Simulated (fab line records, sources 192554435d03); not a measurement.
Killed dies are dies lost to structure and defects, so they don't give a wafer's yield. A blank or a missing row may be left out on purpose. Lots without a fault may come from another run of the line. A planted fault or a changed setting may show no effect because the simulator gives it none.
Which tool did it? | flow n5_finfet | 9 lots, 27 wafers sampled, at 5 steps of a route of 1938

WHAT THE GAUGES READ, wafer by wafer
N5_STI_FIN_REVEAL_CD_MEAS_22: target cd 6.238 nm, pitch 28 nm. Usual: cd_nm 6.16 nm, standard deviation 0.25.
lot  | measured    | on        | cd_nm (nm)     | flag
L494 | day 2 23:02 | cd_sem-03 | 5.82 6.14 6.10 |
L500 | day 4 08:00 | cd_sem-01 | 6.26 6.10 6.19 |
L501 | day 4 12:04 | cd_sem-01 | 5.90 5.94 5.56 |
L502 | day 4 18:47 | cd_sem-01 | 6.15 6.16 5.92 |
L506 | day 5 20:53 | cd_sem-02 | 6.33 6.12 5.64 |
L507 | day 6 01:22 | cd_sem-03 | 6.20 6.22 6.27 |
L514 | day 7 20:14 | cd_sem-01 | 6.17 6.28 6.25 |
L515 | day 8 01:31 | cd_sem-03 | 5.73 5.98 6.02 |
L516 | day 8 12:16 | cd_sem-02 | 6.26 6.48 6.08 |

N5_DUMMY_GATE_THK_MEAS_05. Usual: thk_nm 72.2 nm, standard deviation 1.
lot  | measured    | on            | thk_nm (nm)    | flag
L494 | day 3 03:30 | film_metro-01 | 72.0 72.1 70.0 |
L500 | day 4 12:17 | film_metro-01 | 70.9 70.3 70.9 |
L501 | day 4 16:23 | film_metro-01 | 70.6 72.4 71.3 |
L502 | day 4 23:18 | film_metro-02 | 71.7 74.6 72.3 |
L506 | day 6 04:59 | film_metro-01 | 73.7 73.5 71.4 |
L507 | day 6 08:39 | film_metro-01 | 71.5 70.3 72.9 |
L514 | day 8 01:31 | film_metro-01 | 71.4 71.5 70.6 |
L515 | day 8 05:50 | film_metro-02 | 72.5 71.1 72.7 |
L516 | day 8 17:49 | film_metro-02 | 71.2 72.3 73.1 |

N5_BEOL_M4_RC_MEAS_101. Usual: DIBL_N 36.3 mV/V, standard deviation 1.9; DIBL_P 36.0 mV/V, standard deviation 2.1; IOFF_N 0.16 nA/um, standard deviation 0.031; IOFF_N_85C 3.1 nA/um, standard deviation 0.5; IOFF_N_LIN 0.073 nA/um, standard deviation 0.012; IOFF_N_LONG 5.58e-05 nA/um, standard deviation 2.3e-06; IOFF_P 0.21 nA/um, standard deviation 0.035; IOFF_P_85C 3.6 nA/um, standard deviation 0.5; IOFF_P_LIN 0.100 nA/um, standard deviation 0.012; ION_N 675 uA/um, standard deviation 14; ION_P 464 uA/um, standard deviation 8.5; REXT_N 75.3 ohm.um, standard deviation 1.6; REXT_P 100.2 ohm.um, standard deviation 2.6; SS_N 71.5 mV/dec, standard deviation 0.6; SS_P 73.3 mV/dec, standard deviation 0.72; VT_N 250 mV, standard deviation 3.2; VT_N_LVT 99 mV, standard deviation 3.2; VT_P -250 mV, standard deviation 3.1; VT_P_LVT -98.9 mV, standard deviation 2.6.
lot  | measured     | on        | DIBL_N (mV/V)  | DIBL_P (mV/V)  | IOFF_N (nA/um) | IOFF_N_85C (nA/um) | IOFF_N_LIN (nA/um) | IOFF_N_LONG (nA/um)        | IOFF_P (nA/um) | IOFF_P_85C (nA/um) | IOFF_P_LIN (nA/um) | ION_N (uA/um) | ION_P (uA/um) | REXT_N (ohm.um) | REXT_P (ohm.um)   | SS_N (mV/dec)  | SS_P (mV/dec)  | VT_N (mV)   | VT_N_LVT (mV) | VT_P (mV)      | VT_P_LVT (mV)        | flag
L494 | day 8 05:31  | prober-02 | 33.9 36.2 35.7 | 34.2 36.9 35.3 | 0.12 0.16 0.14 | 2.4 3.1 2.8        | 0.059 0.074 0.067  | 5.78e-05 5.79e-05 5.68e-05 | 0.18 0.23 0.21 | 3.2 3.9 3.7        | 0.089 0.107 0.102  | 658 668 656   | 458 462 454   | 79.8 78.0 79.7  | 103.9 103.5 103.2 | 71.0 71.5 70.8 | 72.4 73.3 72.4 | 252 250 252 | 103 99 101    | -251 -248 -249 | -99.4 -96.7 -97.0    |
L500 | day 9 15:16  | prober-02 | 39.5 39.9 36.4 | 38.3 38.0 35.1 | 0.19 0.22 0.16 | 3.6 4.1 3.0        | 0.085 0.086 0.074  | 5.67e-05 5.73e-05 5.67e-05 | 0.27 0.27 0.22 | 4.4 4.4 3.8        | 0.119 0.121 0.109  | 675 672 677   | 465 460 470   | 75.2 74.1 73.7  | 104.7 103.3 103.4 | 72.0 72.6 70.3 | 73.3 73.2 72.6 | 249 247 251 | 98 96 97      | -247 -244 -247 | -95.1 -95.3 -96.3    |
L501 | day 9 10:14  | prober-01 | 33.6 36.4 35.0 | 31.7 35.0 34.1 | 0.10 0.14 0.12 | 2.1 2.7 2.5        | 0.052 0.067 0.061  | 5.57e-05 5.56e-05 5.51e-05 | 0.16 0.21 0.20 | 2.9 3.6 3.5        | 0.084 0.100 0.099  | 667 675 663   | 464 462 462   | 74.8 75.3 76.5  | 101.4 101.9 99.7  | 70.8 72.4 70.9 | 71.8 72.9 72.1 | 257 252 255 | 107 102 103   | -254 -248 -249 | -101.9 -99.2 -98.7   |
L502 | day 9 16:55  | prober-01 | 37.2 33.7 30.6 | 39.2 35.7 31.6 | 0.19 0.13 0.09 | 3.6 2.7 1.9        | 0.080 0.064 0.046  | 5.17e-05 5.26e-05 5.19e-05 | 0.23 0.18 0.13 | 4.0 3.1 2.4        | 0.102 0.085 0.068  | 662 667 638   | 451 454 441   | 77.7 75.8 76.9  | 99.2 98.5 99.0    | 72.9 70.8 70.6 | 73.5 72.9 72.3 | 250 252 256 | 97 100 106    | -249 -255 -255 | -99.8 -101.7 -105.6  |
L506 | day 14 08:04 | prober-02 | 53.9 54.0 53.2 | 49.9 52.7 49.1 | 0.73 0.83 0.65 | 11.1 12.2 10.1     | 0.239 0.270 0.225  | 6.05e-05 5.89e-05 6.15e-05 | 0.86 1.15 0.89 | 11.9 15.3 12.1     | 0.309 0.383 0.321  | 763 765 768   | 528 536 536   | 62.0 61.3 61.0  | 84.9 82.8 83.0    | 75.3 74.9 74.5 | 76.3 76.6 76.2 | 231 227 228 | 75 72 76      | -226 -222 -224 | -73.7 -69.8 -72.2    | OFF
L507 | day 12 21:15 | prober-01 | 55.2 53.2 56.6 | 49.7 48.2 48.4 | 0.84 0.69 0.97 | 12.5 10.7 14.1     | 0.270 0.238 0.255  | 6.75e-05 6.6e-05 6.75e-05  | 0.97 0.82 0.85 | 13.0 11.5 11.9     | 0.356 0.320 0.326  | 785 767 770   | 541 528 526   | 62.0 62.6 61.8  | 80.3 80.4 79.8    | 76.2 75.3 77.9 | 76.0 75.4 75.5 | 224 226 226 | 72 74 73      | -219 -225 -225 | -70.6 -72.2 -72.7    | OFF
L514 | day 13 00:07 | prober-02 | 38.4 35.6 38.0 | 36.3 34.7 37.4 | 0.17 0.12 0.16 | 3.4 2.5 3.2        | 0.074 0.061 0.078  | 5.69e-05 5.64e-05 5.62e-05 | 0.21 0.19 0.22 | 3.7 3.4 3.9        | 0.101 0.096 0.106  | 663 668 676   | 453 464 460   | 75.1 75.1 75.8  | 100.3 99.1 102.3  | 72.6 71.1 72.0 | 73.2 73.2 74.0 | 250 252 248 | 102 104 100   | -250 -251 -246 | -100.3 -101.7 -100.3 |
L515 | day 14 12:35 | prober-02 | 35.8 34.3 36.3 | 36.4 34.6 36.0 | 0.15 0.13 0.15 | 2.8 2.5 2.9        | 0.069 0.061 0.069  | 5.57e-05 5.64e-05 5.8e-05  | 0.23 0.19 0.21 | 3.9 3.4 3.6        | 0.108 0.095 0.102  | 676 673 676   | 469 465 465   | 77.2 76.6 74.8  | 101.5 101.6 100.3 | 72.4 71.7 72.0 | 73.1 72.1 72.5 | 251 253 251 | 101 104 102   | -249 -250 -249 | -97.9 -101.2 -99.1   |
L516 | day 15 04:40 | prober-01 | 36.2 36.5 36.9 | 36.7 36.7 37.3 | 0.15 0.15 0.16 | 3.0 3.0 3.0        | 0.071 0.070 0.072  | 5.59e-05 5.53e-05 5.58e-05 | 0.21 0.21 0.21 | 3.7 3.7 3.8        | 0.098 0.096 0.099  | 668 668 665   | 460 458 457   | 75.8 76.0 76.2  | 101.4 102.1 101.9 | 71.1 70.7 71.4 | 73.1 73.2 74.1 | 250 251 251 | 98 98 98      | -249 -248 -250 | -96.6 -97.9 -97.3    |

WHICH TOOL RAN EACH LOT (tool, then ch and the chambers of the sampled wafers, then the start)
lot  | N5_DUMMY_GATE_ALD_02             | N5_SPACER0_ALD_08
L494 | ald_sin-02 ch 0,2, day 2 23:25   | ald_sin-04 ch 0,2,3, day 3 10:04
L500 | ald_sin-03 ch 0,1,3, day 4 08:13 | ald_sin-02 ch 2,3, day 4 23:13
L501 | ald_sin-01 ch 1,2, day 4 12:16   | ald_sin-02 ch 0,1,2, day 4 23:45
L502 | ald_sin-02 ch 0,2,3, day 4 19:13 | ald_sin-03 ch 0,3, day 5 05:27
L506 | ald_sin-01 ch 0,2,3, day 5 21:07 | ald_sin-02 ch 0,1,2, day 6 14:28
L507 | ald_sin-01 ch 0,2, day 6 01:41   | ald_sin-02 ch 0,2, day 6 15:54
L514 | ald_sin-03 ch 0,1,2, day 7 21:23 | ald_sin-02 ch 0,2,3, day 8 07:55
L515 | ald_sin-03 ch 1,3, day 8 01:46   | ald_sin-03 ch 1,2,3, day 8 12:32
L516 | ald_sin-01 ch 1,3, day 8 13:44   | ald_sin-02 ch 0,1,2, day 9 03:34
- N5_DUMMY_GATE_ALD_02: deposits SiO2, target thk 2 nm, pulse time 1 s.
- N5_SPACER0_ALD_08: deposits SiNx, target thk 2 nm.

WHAT THE TOOLS THEMSELVES READ (means of the sampled wafers that have a number; where no wafer has one, the mark that the record gives instead)
N5_DUMMY_GATE_ALD_02. Usual: chamber_pressure_Torr 1.999 Torr, standard deviation 0.0038; heater_power_outer_w 262 W, standard deviation 26; heater_power_w 462 W, standard deviation 44; precursor_pulse_height_rel 0.999, standard deviation 0.02; susceptor_temp_C 300.02 C, standard deviation 0.19.
lot  | tool       | chamber_pressure_Torr (Torr) | heater_power_outer_w (W) | heater_power_w (W) | precursor_pulse_height_rel | susceptor_temp_C (C) | flag
L494 | ald_sin-02 | 1.992                        | 283                      | 501                | 0.985                      | 300.01               |
L500 | ald_sin-03 | 1.999                        | 274                      | 469                | 1.003                      | 299.98               |
L501 | ald_sin-01 | 2.000                        | 251                      | 451                | 0.996                      | 300.03               |
L502 | ald_sin-02 | 1.998                        | 267                      | 477                | 1.025                      | 300.17               |
L506 | ald_sin-01 | 2.003                        | 276                      | 505                | 1.005                      | 299.80               |
L507 | ald_sin-01 | 2.000                        | 279                      | 481                | 1.014                      | 299.94               |
L514 | ald_sin-03 | 2.000                        | 254                      | 436                | 0.986                      | 300.04               |
L515 | ald_sin-03 | 1.999                        | 240                      | 420                | 0.990                      | 300.04               |
L516 | ald_sin-01 | 1.999                        | 252                      | 471                | 1.005                      | 300.06               |

N5_SPACER0_ALD_08. Usual: chamber_pressure_Torr 2.000 Torr, standard deviation 0.0046; heater_power_outer_w 509 W, standard deviation 55; heater_power_w 814 W, standard deviation 90; susceptor_temp_C 400.04 C, standard deviation 0.2.
lot  | tool       | chamber_pressure_Torr (Torr) | heater_power_outer_w (W) | heater_power_w (W) | susceptor_temp_C (C) | flag
L494 | ald_sin-04 | 1.997                        | 536                      | 877                | 399.83               |
L500 | ald_sin-02 | 2.000                        | 485                      | 787                | 400.01               |
L501 | ald_sin-02 | 2.000                        | 521                      | 862                | 400.02               |
L502 | ald_sin-03 | 2.002                        | 564                      | 843                | 400.06               |
L506 | ald_sin-02 | -                            | -                        | -                  | -                    | OFF
L507 | ald_sin-02 | -                            | -                        | -                  | -                    | OFF
L514 | ald_sin-02 | 2.003                        | 514                      | 846                | 400.04               |
L515 | ald_sin-03 | 1.998                        | 471                      | 742                | 399.99               |
L516 | ald_sin-02 | 1.998                        | 519                      | 858                | 400.04               |

THE ANSWER, worked out from the rows above alone
Rule: a lot is off if the mean of its wafers that have a number lies more than 3 standard deviations from the usual mean. A lot without any number at a reading at which 4 lots or more have one is off too. The other lots that the step has rows for count as sound. The gauges are gone through in route order, then the tools' own readings, and for those a lot's mean is taken as printed above. The first step at which some lot is off is used, and at that step the reading that is off furthest; a lot without a number counts as furthest.
Off: L506, L507, at N5_BEOL_M4_RC_MEAS_101 (IOFF_N).
A tool fits if, at a process step before that reading, it ran every lot that is off, and no sound lot after the first of them. The gauges at N5_BEOL_M4_RC_MEAS_101 aren't tried: what is off there is off at N5_SPACER0_ALD_08 too, on other tools, and a gauge's error can't cause that. None of those tried fits.

WHAT THE SIMULATOR HAD PUT IN
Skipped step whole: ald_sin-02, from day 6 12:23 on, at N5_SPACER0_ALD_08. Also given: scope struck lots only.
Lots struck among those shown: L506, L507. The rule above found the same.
